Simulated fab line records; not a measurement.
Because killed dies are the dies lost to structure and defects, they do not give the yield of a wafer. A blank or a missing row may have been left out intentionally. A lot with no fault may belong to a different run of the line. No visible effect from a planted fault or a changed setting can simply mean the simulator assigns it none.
Chamber matching || flow nandHarc || 4 sister chambers for NHARC_A_CONTACT_DESCUM_13 on rieDiel-10
The step chemistry O2, time 3 s. 20 wafers are shown with their chamber, then 10 later ones without.

== EACH WAFER AND ITS CHAMBER ==
{"wafer": "L790.1", "chamber": 1, "showerheadPlenumPTorr (Torr)": 1.97, "drypumpMotorCurrentA (A)": 5.67, "rfVppV (V)": 59.0}
{"wafer": "L790.2", "chamber": 2, "showerheadPlenumPTorr (Torr)": 1.77, "drypumpMotorCurrentA (A)": 5.88, "rfVppV (V)": 57.8}
{"wafer": "L790.6", "chamber": 1, "showerheadPlenumPTorr (Torr)": 1.97, "drypumpMotorCurrentA (A)": 5.63, "rfVppV (V)": 59.3}
{"wafer": "L789.3", "chamber": 3, "showerheadPlenumPTorr (Torr)": 1.82, "drypumpMotorCurrentA (A)": 5.80, "rfVppV (V)": 55.6}
{"wafer": "L789.4", "chamber": 0, "showerheadPlenumPTorr (Torr)": 1.81, "drypumpMotorCurrentA (A)": 5.63, "rfVppV (V)": 56.2}
{"wafer": "L789.6", "chamber": 2, "showerheadPlenumPTorr (Torr)": 1.77, "drypumpMotorCurrentA (A)": 5.88, "rfVppV (V)": 57.5}
{"wafer": "L792.3", "chamber": 1, "showerheadPlenumPTorr (Torr)": 1.97, "drypumpMotorCurrentA (A)": 5.62, "rfVppV (V)": 58.8}
{"wafer": "L792.4", "chamber": 2, "showerheadPlenumPTorr (Torr)": 1.77, "drypumpMotorCurrentA (A)": 5.88, "rfVppV (V)": 56.6}
{"wafer": "L792.5", "chamber": 0, "showerheadPlenumPTorr (Torr)": 1.81, "drypumpMotorCurrentA (A)": 5.63, "rfVppV (V)": 56.9}
{"wafer": "L799.2", "chamber": 0, "showerheadPlenumPTorr (Torr)": 1.80, "drypumpMotorCurrentA (A)": 5.64, "rfVppV (V)": 57.7}
{"wafer": "L799.5", "chamber": 0, "showerheadPlenumPTorr (Torr)": 1.80, "drypumpMotorCurrentA (A)": 5.56, "rfVppV (V)": 59.0}
{"wafer": "L799.6", "chamber": 3, "showerheadPlenumPTorr (Torr)": 1.82, "drypumpMotorCurrentA (A)": 5.82, "rfVppV (V)": 57.9}
{"wafer": "L798.2", "chamber": 2, "showerheadPlenumPTorr (Torr)": 1.77, "drypumpMotorCurrentA (A)": 5.84, "rfVppV (V)": 58.9}
{"wafer": "L798.4", "chamber": 3, "showerheadPlenumPTorr (Torr)": 1.82, "drypumpMotorCurrentA (A)": 5.82, "rfVppV (V)": 56.6}
{"wafer": "L798.6", "chamber": 0, "showerheadPlenumPTorr (Torr)": 1.80, "drypumpMotorCurrentA (A)": 5.59, "rfVppV (V)": 56.7}
{"wafer": "L797.3", "chamber": 3, "showerheadPlenumPTorr (Torr)": 1.82, "drypumpMotorCurrentA (A)": 5.81, "rfVppV (V)": 57.4}
{"wafer": "L797.4", "chamber": 1, "showerheadPlenumPTorr (Torr)": 1.97, "drypumpMotorCurrentA (A)": 5.61, "rfVppV (V)": 58.8}
{"wafer": "L797.6", "chamber": 1, "showerheadPlenumPTorr (Torr)": 1.97, "drypumpMotorCurrentA (A)": 5.61, "rfVppV (V)": 57.9}
{"wafer": "L802.3", "chamber": 1, "showerheadPlenumPTorr (Torr)": 1.96, "drypumpMotorCurrentA (A)": 5.62, "rfVppV (V)": 58.0}
{"wafer": "L802.4", "chamber": 0, "showerheadPlenumPTorr (Torr)": 1.80, "drypumpMotorCurrentA (A)": 5.65, "rfVppV (V)": 56.3}

SIGNATURES, as means of the wafers listed above
{"reading": "showerheadPlenumPTorr", "chamber 0": 1.8033, "chamber 1": 1.9683, "chamber 2": 1.7700, "chamber 3": 1.8200, "scatter within a chamber": 0.00368}
{"reading": "drypumpMotorCurrentA", "chamber 0": 5.6167, "chamber 1": 5.6267, "chamber 2": 5.8700, "chamber 3": 5.8125, "scatter within a chamber": 0.0249}
{"reading": "rfVppV", "chamber 0": 57.133, "chamber 1": 58.633, "chamber 2": 57.700, "chamber 3": 56.875, "scatter within a chamber": 0.898}
Rule: for a wafer and a chamber, the distance is found by dividing, reading by reading, the gap between the wafer's reading and the chamber's mean by the reading's scatter, squaring, summing and taking the root. The wafer belongs to the nearest chamber; if the next one is less than 2 further off, it can't be placed. The scatter is the square root of a quotient: the sum, over the shown wafers, of each reading's squared deviation from its chamber's mean, divided by wafers minus chambers.

== WAFERS WITH NO CHAMBER GIVEN ==
{"wafer": "L802.5", "showerheadPlenumPTorr (Torr)": 1.80, "drypumpMotorCurrentA (A)": 5.63, "rfVppV (V)": 56.0}
{"wafer": "L807.4", "showerheadPlenumPTorr (Torr)": 1.96, "drypumpMotorCurrentA (A)": 5.61, "rfVppV (V)": 57.5}
{"wafer": "L807.5", "showerheadPlenumPTorr (Torr)": 1.80, "drypumpMotorCurrentA (A)": 5.63, "rfVppV (V)": 58.4}
{"wafer": "L807.6", "showerheadPlenumPTorr (Torr)": 1.76, "drypumpMotorCurrentA (A)": 5.87, "rfVppV (V)": 57.5}
{"wafer": "L809.1", "showerheadPlenumPTorr (Torr)": 1.81, "drypumpMotorCurrentA (A)": 5.82, "rfVppV (V)": 57.0}
{"wafer": "L809.4", "showerheadPlenumPTorr (Torr)": 1.80, "drypumpMotorCurrentA (A)": 5.61, "rfVppV (V)": 56.2}
{"wafer": "L809.6", "showerheadPlenumPTorr (Torr)": 1.81, "drypumpMotorCurrentA (A)": 5.82, "rfVppV (V)": 57.7}
{"wafer": "L811.2", "showerheadPlenumPTorr (Torr)": 1.81, "drypumpMotorCurrentA (A)": 5.81, "rfVppV (V)": 57.1}
{"wafer": "L811.3", "showerheadPlenumPTorr (Torr)": 1.80, "drypumpMotorCurrentA (A)": 5.64, "rfVppV (V)": 58.4}
{"wafer": "L811.5", "showerheadPlenumPTorr (Torr)": 1.96, "drypumpMotorCurrentA (A)": 5.62, "rfVppV (V)": 59.4}

== WHICH CHAMBER EACH ONE RAN IN ==
{"wafer": "L802.5", "from the rows above": 0, "in truth": 0}
{"wafer": "L807.4", "from the rows above": 1, "in truth": 1}
{"wafer": "L807.5", "from the rows above": 0, "in truth": 0}
{"wafer": "L807.6", "from the rows above": 2, "in truth": 2}
{"wafer": "L809.1", "from the rows above": 3, "in truth": 3}
{"wafer": "L809.4", "from the rows above": 0, "in truth": 0}
{"wafer": "L809.6", "from the rows above": 3, "in truth": 3}
{"wafer": "L811.2", "from the rows above": 3, "in truth": 3}
{"wafer": "L811.3", "from the rows above": 0, "in truth": 0}
{"wafer": "L811.5", "from the rows above": 1, "in truth": 1}
Placed correctly: 10 of 10. Left unplaced by these rows: 0. Number placed wrongly: 0.
